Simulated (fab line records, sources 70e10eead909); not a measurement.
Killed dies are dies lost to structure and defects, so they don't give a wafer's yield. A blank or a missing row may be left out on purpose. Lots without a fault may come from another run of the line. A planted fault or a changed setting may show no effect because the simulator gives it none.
fab line records | flow nand_harc
record lots=6 wafers=18 last_day=32
route steps=1302 shown A_SOURCE_PLATE@414 A_ONON_D1@424 END@1302
lots that met no fault: from a run of the same line without faults
start_h: hours from the record's first day to the start of the lot's first wafer shown | wait_h: hours since the lot's step before | " the same as in the row above | L1.1+2: a row that stands for several wafers | - no value, or no start given | * or withheld: withheld | < > ~ a bound
route shown NAME@n: a module of which the file shows steps, and the number in the route of the first | usual: mean/standard deviation of fault-free wafers | same: alike in all rows | chamber/n: place in a boat | sites: the reading at each site | _std_site: their standard deviation | _edge_site: outer sites' mean less inner sites' | radius_mm: how far each site lies from the wafer's centre | mask NAME#n: copy n | behind: the tool/chamber that last shaped the wafer | hold: why the lot was held/for how many hours/how that ended | device: the transistor (n, p or np) that didn't switch | end of line: the same wafers' tests at the end of the route | a step without rows: its recipe alone | killed: dies lost to structure and defects at the first sort, not the wafer's yield | map: a wafer's dies, x killed, . not, _ none there
set.NAME: the setting as run; set.NAME@STEP: as run at that earlier step | model.NAME: the simulator's own value behind a step, which no gauge read
lots at some steps of the route; a table a step, a row a wafer
services: from which hour (start_h, from the record's first day; less than 0 if before it) a tool's chamber was out of use, for how many hours, and why
## steps
# step NHARC_A_SOURCE_PLATE_SRD_01
# step NHARC_A_SOURCE_PLATE_OXIDE_02
# recipe target_thk_a=100 temp_c=900 ox_time_s=1362 material=SiO2
# step NHARC_A_SOURCE_PLATE_THK_MEAS_09
# recipe thk_meas_gauge=ellipsometry
# usual thk_nm=9.7/1.1
# columns lot.wafer tool chamber start_h wait_h thk_nm
L111.2 film_metro-02 - 180.26 0.4 8.6
L111.5 " - " " 8.1
L111.6 " - " " 9.1
L115.2 film_metro-02 - 212.86 0.4 8.8
L115.4 " - " " 10.8
L115.5 " - " " 7.8
L116.1 film_metro-02 - 233.61 0.4 8.2
L116.3 " - " " 10.3
L116.5 " - " " 13.0
L118.2 film_metro-01 - 250.88 0.4 10.8
L118.4 " - " " 10.9
L118.5 " - " " 9.8
L119.3 film_metro-01 - 255.66 0.4 9.1
L119.4 " - " " 8.1
L119.5 " - " " 8.7
L130.1 film_metro-02 - 371.83 0.4 10.4
L130.3 " - " " 9.5
L130.4 " - " " 10.6
# step NHARC_A_SOURCE_PLATE_PVD_04
# recipe target_thk_a=500 material=WSi2
# step NHARC_A_SOURCE_PLATE_CVD_03
# recipe target_thk_a=2000 temp_c=620 pressure_mtorr=200 time_s=4000 material=poly-Si
# step NHARC_A_SOURCE_PLATE_ANNEAL_05
# recipe temp_c=850 time_s=1800
# step NHARC_A_SOURCE_PLATE_THK_MEAS_06
# recipe thk_meas_gauge=ellipsometry
# usual thk_nm=199.4/2.1
# columns lot.wafer tool chamber start_h wait_h thk_nm
L111.2 film_metro-01 - 193.25 0.4 197.8
L111.5 " - " " 200.1
L111.6 " - " " 196.1
L115.2 film_metro-01 - 227.17 0.4 197.0
L115.4 " - " " 198.3
L115.5 " - " " 196.9
L116.1 film_metro-01 - 246.06 0.4 198.4
L116.3 " - " " 199.0
L116.5 " - " " 198.3
L118.2 film_metro-01 - 263.83 0.4 200.4
L118.4 " - " " 201.1
L118.5 " - " " 201.0
L119.3 film_metro-01 - 270.96 0.4 201.2
L119.4 " - " " 201.7
L119.5 " - " " 201.3
L130.1 film_metro-01 - 384.33 0.4 201.9
L130.3 " - " " 198.8
L130.4 " - " " 200.6
# step NHARC_A_SOURCE_PLATE_INSPECT_08
# usual raw_defect_count=59/20
# columns lot.wafer tool chamber start_h wait_h raw_defect_count
L111.2 defect_inspect-01 - 193.32 0.0 42
L111.5 " - " " 31
L111.6 " - " " 30
L115.2 defect_inspect-02 - 227.24 0.0 22
L115.4 " - " " 61
L115.5 " - " " 65
L116.1 defect_inspect-02 - 246.13 0.0 58
L116.3 " - " " 61
L116.5 " - " " 45
L118.2 defect_inspect-01 - 263.94 0.0 46
L118.4 " - " " 46
L118.5 " - " " 71
L119.3 defect_inspect-01 - 271.06 0.0 61
L119.4 " - " " 47
L119.5 " - " " 59
L130.1 defect_inspect-02 - 384.39 0.0 53
L130.3 " - " " 26
L130.4 " - " " 27
# step NHARC_A_ONON_D1_DEP_00
# recipe target_thk_a=10000 n2_flow_sccm=2750 n2o_flow_sccm=2000 nh3_flow_sccm=500 sih4_flow_sccm=210 temp_c=400
# step NHARC_A_ONON_D1_THK_MEAS_02
# recipe thk_meas_gauge=ellipsometry
# usual thk_nm=1001/12
# columns lot.wafer tool chamber start_h wait_h thk_nm
L111.2 film_metro-02 - 193.89 - 1009
L111.5 " - " " 1009
L111.6 " - " " 1009
L115.2 film_metro-01 - 227.81 - 1018
L115.4 " - " " 1018
L115.5 " - " " 1018
L116.1 film_metro-02 - 246.71 - 1003
L116.3 " - " " 1002
L116.5 " - " " 1003
L118.2 film_metro-01 - 264.51 - 1004
L118.4 " - " " 1004
L118.5 " - " " 1003
L119.3 film_metro-02 - 271.64 - 984
L119.4 " - " " 986
L119.5 " - " " 983
L130.1 film_metro-01 - 384.98 - 1011
L130.3 " - " " 1010
L130.4 " - " " 1010
# step NHARC_A_ONON_D1_DEP_03
# recipe target_thk_a=10000 n2_flow_sccm=2750 n2o_flow_sccm=2000 nh3_flow_sccm=500 sih4_flow_sccm=210 temp_c=400
# columns lot.wafer tool chamber start_h wait_h
L111.2+5+6 pecvd_onon-04 0 194.00 0.1
L115.2+4+5 pecvd_onon-02 0 227.92 0.1
L116.1+3+5 pecvd_onon-04 0 246.76 0.1
L118.2+4+5 pecvd_onon-01 0 264.62 0.1
L119.3+4+5 pecvd_onon-04 0 271.81 0.2
L130.1+3+4 pecvd_onon-02 0 385.03 0.1
# step NHARC_A_ONON_D1_THK_MEAS_05
# recipe thk_meas_gauge=ellipsometry
# usual thk_nm=998/7.7
# columns lot.wafer tool chamber start_h wait_h thk_nm
L111.2 film_metro-02 - 194.45 - 995
L111.5 " - " " 993
L111.6 " - " " 994
L115.2 film_metro-01 - 228.38 - 979
L115.4 " - " " 978
L115.5 " - " " 980
L116.1 film_metro-01 - 247.27 - 675
L116.3 " - " " 673
L116.5 " - " " 674
L118.2 film_metro-02 - 265.07 - 992
L118.4 " - " " 992
L118.5 " - " " 990
L119.3 film_metro-01 - 272.21 - 673
L119.4 " - " " 672
L119.5 " - " " 673
L130.1 film_metro-01 - 385.54 - 998
L130.3 " - " " 998
L130.4 " - " " 997
# step NHARC_A_ONON_D1_DEP_06
# recipe target_thk_a=10000 n2_flow_sccm=2750 n2o_flow_sccm=2000 nh3_flow_sccm=500 sih4_flow_sccm=210 temp_c=400
# step NHARC_END_SORT_01
# recipe temp_c=25
# usual killed_at_array=55/12 killed_at_other=1.0/1.2 killed_at_periphery=3.9/2.6 killed_dies=60/12 killed_open=3.3/1.9 killed_short=2.5/1.8
# same gross_dies=677
# columns lot.wafer tool chamber start_h wait_h killed_at_array killed_at_other killed_at_periphery killed_dies killed_open killed_short
L111.2 prober-02 0 587.31 2.8 77 2 4 83 3 3
L111.5 prober-02 0 589.70 3.7 81 2 5 88 4 0
L111.6 prober-02 0 590.50 4.0 80 3 2 85 2 1
L116.1 prober-01 0 648.83 2.5 671 4 2 677 0 4
L116.3 prober-01 0 650.42 3.1 672 1 4 677 3 2
L116.5 prober-01 0 652.00 3.7 670 1 6 677 8 3
L119.3 prober-01 0 665.76 3.1 673 0 4 677 4 7
L119.4 prober-01 0 666.56 3.4 669 3 5 677 3 3
L119.5 prober-01 0 667.37 3.7 675 1 1 677 1 6
# killed by level:class
L111.2 A_SLIT:chamber_film_flake=24 A_CHANNEL_HOLE_D1:chamber_film_flake=22 A_CHANNEL_HOLE_D2:chamber_film_flake=20 A_STAIRCASE:chamber_film_flake=4 P_GATE:chamber_film_flake=2 A_CONTACT:chamber_film_flake=2 THIN_TSV:chamber_film_flake=2 P_M0:geometric_particle:open=1
L111.5 A_SLIT:chamber_film_flake=29 A_CHANNEL_HOLE_D1:chamber_film_flake=26 A_CHANNEL_HOLE_D2:chamber_film_flake=20 P_STI:chamber_film_flake=3 A_CONTACT:chamber_film_flake=2 A_CHANNEL_FILL_D1:geometric_particle:open=1 A_CHANNEL_FILL_D2:geometric_particle:open=1 A_M0:geometric_particle:open=1
L111.6 A_CHANNEL_HOLE_D2:chamber_film_flake=29 A_SLIT:chamber_film_flake=23 A_CHANNEL_HOLE_D1:chamber_film_flake=20 THIN_TSV:chamber_film_flake=3 A_STAIRCASE:chamber_film_flake=2 A_WL_FILL:chamber_film_flake=2 A_CONTACT:chamber_film_flake=2 P_CONTACT:geometric_particle:short=1
L116.1 A_ONON_D1:area_dep=614 A_CHANNEL_HOLE_D1:chamber_film_flake=29 A_CHANNEL_HOLE_D2:chamber_film_flake=15 THIN_TSV:chamber_film_flake=4 A_CONTACT:chamber_film_flake=3 A_STAIRCASE:chamber_film_flake=3 A_SLIT:chamber_film_flake=3 A_CHANNEL_FILL_D1:geometric_particle:short=2
L116.3 A_ONON_D1:area_dep=615 A_CHANNEL_HOLE_D1:chamber_film_flake=28 A_CHANNEL_HOLE_D2:chamber_film_flake=12 A_STAIRCASE:chamber_film_flake=8 P_GATE:chamber_film_flake=2 A_CHANNEL_HOLE_D2:geometric_particle:open=1 A_CHANNEL_HOLE_D2:geometric_particle:short=1 A_CHANNEL_FILL_D2:geometric_particle:open=1
L116.5 A_ONON_D1:area_dep=605 A_CHANNEL_HOLE_D1:chamber_film_flake=27 A_CHANNEL_HOLE_D2:chamber_film_flake=19 A_DECK1_JOINT:chamber_film_flake=4 A_CONTACT:chamber_film_flake=3 A_CHANNEL_FILL_D2:geometric_particle:open=2 A_CHANNEL_FILL_D2:geometric_particle:short=2 A_STAIRCASE:chamber_film_flake=2
L119.3 A_ONON_D1:area_dep=621 A_SLIT:chamber_film_flake=35 A_CHANNEL_HOLE_D1:chamber_film_flake=4 A_ONON_D2:geometric_particle:short=2 P_STI:chamber_film_flake=2 A_DECK1_JOINT:chamber_film_flake=2 P_STI:geometric_particle:short=1 P_GATE:geometric_particle:short=1
L119.4 A_ONON_D1:area_dep=626 A_SLIT:chamber_film_flake=28 A_CHANNEL_HOLE_D1:chamber_film_flake=4 THIN_TSV:chamber_film_flake=3 P_M1:chamber_film_flake=3 A_WL_FILL:chamber_film_flake=3 A_CHANNEL_HOLE_D2:chamber_film_flake=2 A_SOURCE_PLATE:geometric_particle:short=1
L119.5 A_ONON_D1:area_dep=632 A_SLIT:chamber_film_flake=30 A_CHANNEL_HOLE_D1:chamber_film_flake=2 A_ONON_D1:geometric_particle:open=1 A_ONON_D1:geometric_particle:short=1 A_CHANNEL_FILL_D1:geometric_particle:short=1 A_ONON_D2:geometric_particle:short=1 A_SGD_CUT:geometric_particle:short=1
# map L116.1 (x killed, . not)
____________x____________
_________xxxxxxx_________
_______xxxxxxxxxxx_______
______xxxxxxxxxxxxx______
_____xxxxxxxxxxxxxxx_____
____xxxxxxxxxxxxxxxxx____
____xxxxxxxxxxxxxxxxx____
___xxxxxxxxxxxxxxxxxxx___
___xxxxxxxxxxxxxxxxxxx___
__xxxxxxxxxxxxxxxxxxxxx__
__xxxxxxxxxxxxxxxxxxxxx__
_xxxxxxxxxxxxxxxxxxxxxxx_
_xxxxxxxxxxxxxxxxxxxxxxx_
_xxxxxxxxxxxxxxxxxxxxxxx_
_xxxxxxxxxxxxxxxxxxxxxxx_
_xxxxxxxxxxxxxxxxxxxxxxx_
xxxxxxxxxxxxxxxxxxxxxxxxx
xxxxxxxxxxxxxxxxxxxxxxxxx
xxxxxxxxxxxxxxxxxxxxxxxxx
xxxxxxxxxxxxxxxxxxxxxxxxx
xxxxxxxxxxxxxxxxxxxxxxxxx
_xxxxxxxxxxxxxxxxxxxxxxx_
_xxxxxxxxxxxxxxxxxxxxxxx_
_xxxxxxxxxxxxxxxxxxxxxxx_
_xxxxxxxxxxxxxxxxxxxxxxx_
_xxxxxxxxxxxxxxxxxxxxxxx_
__xxxxxxxxxxxxxxxxxxxxx__
__xxxxxxxxxxxxxxxxxxxxx__
___xxxxxxxxxxxxxxxxxxx___
___xxxxxxxxxxxxxxxxxxx___
____xxxxxxxxxxxxxxxxx____
____xxxxxxxxxxxxxxxxx____
_____xxxxxxxxxxxxxxx_____
______xxxxxxxxxxxxx______
_______xxxxxxxxxxx_______
_________xxxxxxx_________
____________x____________
# map L119.3 (x killed, . not)
____________x____________
_________xxxxxxx_________
_______xxxxxxxxxxx_______
______xxxxxxxxxxxxx______
_____xxxxxxxxxxxxxxx_____
____xxxxxxxxxxxxxxxxx____
____xxxxxxxxxxxxxxxxx____
___xxxxxxxxxxxxxxxxxxx___
___xxxxxxxxxxxxxxxxxxx___
__xxxxxxxxxxxxxxxxxxxxx__
__xxxxxxxxxxxxxxxxxxxxx__
_xxxxxxxxxxxxxxxxxxxxxxx_
_xxxxxxxxxxxxxxxxxxxxxxx_
_xxxxxxxxxxxxxxxxxxxxxxx_
_xxxxxxxxxxxxxxxxxxxxxxx_
_xxxxxxxxxxxxxxxxxxxxxxx_
xxxxxxxxxxxxxxxxxxxxxxxxx
xxxxxxxxxxxxxxxxxxxxxxxxx
xxxxxxxxxxxxxxxxxxxxxxxxx
xxxxxxxxxxxxxxxxxxxxxxxxx
xxxxxxxxxxxxxxxxxxxxxxxxx
_xxxxxxxxxxxxxxxxxxxxxxx_
_xxxxxxxxxxxxxxxxxxxxxxx_
_xxxxxxxxxxxxxxxxxxxxxxx_
_xxxxxxxxxxxxxxxxxxxxxxx_
_xxxxxxxxxxxxxxxxxxxxxxx_
__xxxxxxxxxxxxxxxxxxxxx__
__xxxxxxxxxxxxxxxxxxxxx__
___xxxxxxxxxxxxxxxxxxx___
___xxxxxxxxxxxxxxxxxxx___
____xxxxxxxxxxxxxxxxx____
____xxxxxxxxxxxxxxxxx____
_____xxxxxxxxxxxxxxx_____
______xxxxxxxxxxxxx______
_______xxxxxxxxxxx_______
_________xxxxxxx_________
____________x____________
## services
# columns tool chamber start_h hours kind
pecvd_onon-02 - 185.03 13.0 pm
pecvd_onon-01 - 269.00 13.0 pm
pecvd_onon-01 - 301.28 9.1 repair
pecvd_onon-04 - 311.52 13.0 pm
pecvd_onon-02 - 366.03 13.0 pm
## key
first_sign step=NHARC_A_ONON_D1_THK_MEAS_05 reading=thk_nm direction=down sigmas=42 usual=998 struck=673
effect step=NHARC_END_SORT_01 reading=killed_dies direction=up sigmas=52 usual=60 struck=677
more_kills_born_at NHARC_A_ONON_D1_DEP_03@pecvd_onon-04=3713
met_at NHARC_A_ONON_D1_DEP_03
struck_wafers L116.1,L116.3,L116.5,L119.3,L119.4,L119.5
later_rows_left_out L116.1,L116.3,L116.5,L119.3,L119.4,L119.5
tester_left_out L116,L119
onset_between 194.00 246.76
fault kind=process_parameter_drift tool=pecvd_onon-04 chamber=0 onset_h=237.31 steps=NHARC_A_ONON_D1_DEP_03 channel=target_thk_a offset=* shape=step end_h=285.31 acts_in=* stated=*
# tester_left_out: of these lots the tester's yield and bins aren't shown, on N5 and GAA mostly nor the transistor test; their killed dies are dies lost to structure and defects alone, not to doping, threshold or leakage, so they don't give the yield
# later_rows_left_out: the simulator's readings of these wafers behind a module that went badly wrong aren't trusted and aren't shown, but for the sort
